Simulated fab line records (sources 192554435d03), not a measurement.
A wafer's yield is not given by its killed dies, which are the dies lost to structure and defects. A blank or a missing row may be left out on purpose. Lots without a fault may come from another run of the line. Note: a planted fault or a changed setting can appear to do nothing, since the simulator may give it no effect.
Matching of chambers + flow n5 finfet + N5_BEOL_M0_SAQP_ETCH_49 on rie diel-02: 4 sister chambers
The step etches SiO2 in CF4/O2, target depth 37 nm. 8 wafers are shown with their chamber, then 9 later ones without.

== EACH WAFER AND ITS CHAMBER ==
| wafer  | chamber | throttle valve pct (%) | drypump motor current A (A) |
|--------|---------|------------------------|-----------------------------|
| L074.5 | 3       | 16.22                  | 5.49                        |
| L077.3 | 3       | 16.24                  | 5.46                        |
| L080.5 | 1       | 15.86                  | 5.82                        |
| L082.4 | 0       | 16.00                  | 5.28                        |
| L082.5 | 2       | 15.91                  | 5.64                        |
| L087.3 | 2       | 15.94                  | 5.72                        |
| L087.4 | 0       | 15.99                  | 5.31                        |
| L087.5 | 1       | 15.90                  | 5.82                        |

== WAFERS WHOSE CHAMBER IS MISSING ==
| wafer  | throttle valve pct (%) | drypump motor current A (A) |
|--------|------------------------|-----------------------------|
| L094.1 | 15.77                  | 5.48                        |
| L094.2 | 16.00                  | 5.30                        |
| L094.3 | 15.44                  | 5.70                        |
| L094.4 | 16.01                  | 5.30                        |
| L094.5 | 15.44                  | 5.68                        |
| L094.6 | 15.78                  | 5.44                        |
| L095.4 | 16.01                  | 5.29                        |
| L095.5 | 15.44                  | 5.70                        |
| L095.6 | 15.78                  | 5.51                        |

== CHAMBER TAKEN BY EACH ==
| wafer  | from the rows above     | in truth                   |
|--------|-------------------------|----------------------------|
| L094.1 | can't be placed: 2 or 1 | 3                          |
| L094.2 | 0                       | 0                          |
| L094.3 | 1                       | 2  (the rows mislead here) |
| L094.4 | 0                       | 0                          |
| L094.5 | can't be placed: 1 or 2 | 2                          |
| L094.6 | can't be placed: 2 or 0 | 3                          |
| L095.4 | 0                       | 0                          |
| L095.5 | 1                       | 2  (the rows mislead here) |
| L095.6 | can't be placed: 2 or 1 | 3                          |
3 of 9 placed correctly. Cannot be placed on the basis of these rows: 4; the candidates contain the true chamber in 1. Number placed wrongly: 2.
How it was worked out, from the rows above alone: a wafer's distance from a chamber is the root of the sum, over the readings, of the square of ((its reading less the chamber's mean) divided by the reading's scatter). The wafer belongs to the nearest chamber; if the next one is less than 2 further off, it can't be placed. Each chamber's mean is taken over the wafers shown for it. The scatter is the square root of a quotient: the sum, over the shown wafers, of each reading's squared deviation from its chamber's mean, divided by wafers minus chambers.
